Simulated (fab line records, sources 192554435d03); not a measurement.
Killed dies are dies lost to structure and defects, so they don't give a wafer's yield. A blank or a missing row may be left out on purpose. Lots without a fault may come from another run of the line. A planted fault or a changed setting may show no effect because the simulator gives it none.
A struck lot beside a sound one | flow n5_finfet | 37 steps out of a route of 1938
Sound: wafers L926.1, L926.3, L926.6. Struck: wafer L933.2. (L933.6 of the same lot was not struck and is left out.) The cause comes at the end.
At each step with rows: each side's tool, then ch and its chambers, then its first start. Under that, the readings that differ: sound wafers | struck wafers | difference of the means | sigmas: that difference in standard deviations of wafers without a fault.
alike: readings whose means differ by less than 2 such deviations, and words and numbers that are the same on both sides. not compared: withheld readings, readings that some wafer has no value for, bounds like >300 that may hide the same value, and numbers for which the record gives no deviation and whose values overlap.
The two part at a step that has a row with sigmas, a row that says differs or no value, or rows on one side only. Numbers that don't overlap but have no deviation are shown without sigmas and don't part them. A reading that every wafer of one side lacks parts them only if that side has two wafers or more.

first, 8 steps without rows for these wafers: N5_BEOL_M1_ECD_50 (material Cu, target thk 300 nm); N5_BEOL_M1_ANNEAL_51 (time 90 s); N5_BEOL_M1_CMP_52 (polishes, stops on SiOC, t overpolish 6.8 s, target thk 40 nm); N5_BEOL_M1_PRE_CLEAN_60 (time 15 s); N5_BEOL_M1_CO_CAP_55 (material Co, precursor CCTBA/H2, target thk 2 nm, time 102.1 s); N5_BEOL_M1_PRE_CLEAN_56 (time 15 s); N5_BEOL_M1_DEP_57 (deposits SiCN from 3MS/NH3, target thk 8 nm, time 14 s); N5_BEOL_M2_ILD_DEP_00 (deposits SiOC from DEMS/O2, target thk 79 nm, time 15.3 s).
N5_BEOL_M2_PECVD_72: deposits SiO2 from TEOS/O2, target thk 16 nm, time 18 s.
  sound on pecvd-02 ch 0,1,2, day 7 06:59; struck on pecvd-04 ch 1, day 9 04:49
  reading                                    | sound          | struck | difference | sigmas
  throttle_valve_pct (%)                     | 22.6 21.9 21.2 | 25.0   | +3.1       | +3
  model.SiO2_of_BEOL_M2_PECVD_72.thk_nm (nm) | 15.8 16 16.2   | 6.8    | -9.2       |
  alike: heater_power_w, showerhead_plenum_p_Torr
  not compared: rf_fwd_power_W
then, 25 steps without rows for these wafers: N5_BEOL_M2_HM_DEP_02 (deposits TiN, target thk 20 nm); N5_BEOL_M2_COAT_61 (time 60 s, resist thk 60 nm); N5_BEOL_M2_COAT_62 (time 60 s, resist thk 12 nm); N5_BEOL_M2_COAT_73 (time 60 s, resist thk 5 nm); N5_BEOL_M2_COAT_05 (resist thk 30 nm); N5_BEOL_M2_EBR_07; N5_BEOL_M2_SOFTBAKE_06 (time 60 s); N5_BEOL_M2_EXPOSE_08 (exposes mask M2); N5_BEOL_M2_PEB_09 (peb time 60 s); N5_BEOL_M2_DEVELOP_10 (develop time 30 s); N5_BEOL_M2_DESCUM_16 (chemistry O2, time 7 s); N5_BEOL_M2_ETCH_74 (etches underlayer in N2/H2, target depth 6.5 nm, time 5.2 s); N5_BEOL_M2_ETCH_63 (etches SiARC in CF4, target depth 15.6 nm, time 26 s); N5_BEOL_M2_ETCH_64 (etches SOC in N2/H2, target depth 75 nm, overetch 22.5 nm, time 121.9 s); N5_BEOL_M2_STRIP_65 (strips in N2/H2); N5_BEOL_M2_STRIP_75 (strips in N2/H2); N5_BEOL_M2_STRIP_66 (strips in CF4); N5_BEOL_M2_HM_OPEN_17 (chemistry Cl2/BCl3, target TiN, target depth 20 nm, overetch 6 nm); N5_BEOL_M2_STRIP_19 (strips in O2); N5_BEOL_M2_COAT_67 (time 60 s, resist thk 60 nm); N5_BEOL_M2_COAT_68 (time 60 s, resist thk 12 nm); N5_BEOL_M2_COAT_76 (time 60 s, resist thk 5 nm); N5_BEOL_M2_COAT_22 (resist thk 30 nm); N5_BEOL_M2_EBR_24; N5_BEOL_M2_SOFTBAKE_23 (time 60 s).
N5_BEOL_M2_HM_STRIP_39: strips TiN in peroxide tin strip, target depth 25 nm, time 158 s.
  sound on wet_bench-04 ch 0,3,6, day 8 06:22; struck on wet_bench-02 ch 4, day 9 15:42
  reading                                    | sound        | struck | difference | sigmas
  model.SiO2_of_BEOL_M2_PECVD_72.thk_nm (nm) | 15.6 15.8 16 | 6.6    | -9.2       |
N5_BEOL_M2_CMP_52: polishes, stops on SiOC, t overpolish 6.8 s, target thk 40 nm.
  sound on cmp-03 ch 0,2, day 8 09:23; struck on cmp-02 ch 1, day 9 18:50
  reading                      | sound          | struck | difference | sigmas
  barrier_field_endpoint_s (s) | 24.6 24.3 24.9 | 13.6   | -11.0      | -15
  alike: edge_zone_pressure_frac, motor_current_A, slurry_flow_ml_min
N5_BEOL_M4_RC_MEAS_101:
  sound on prober-02 ch 0, day 9 02:58; struck on prober-02 ch 0, day 11 04:10
  alike: DIBL_N, DIBL_P, IOFF_N, IOFF_P, ION_N, ION_P, SS_N, SS_P, VT_N, VT_P

WHERE THEY PART
First at N5_BEOL_M2_PECVD_72; last, within this record, at N5_BEOL_M2_CMP_52. Later steps at which nothing parts them and some readings are alike: N5_BEOL_M4_RC_MEAS_101.

WHY: what the simulator had put in
Process parameter drift: pecvd-04, from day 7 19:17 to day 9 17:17, at N5_BEOL_M2_PECVD_72. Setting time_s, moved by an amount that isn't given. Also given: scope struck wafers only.
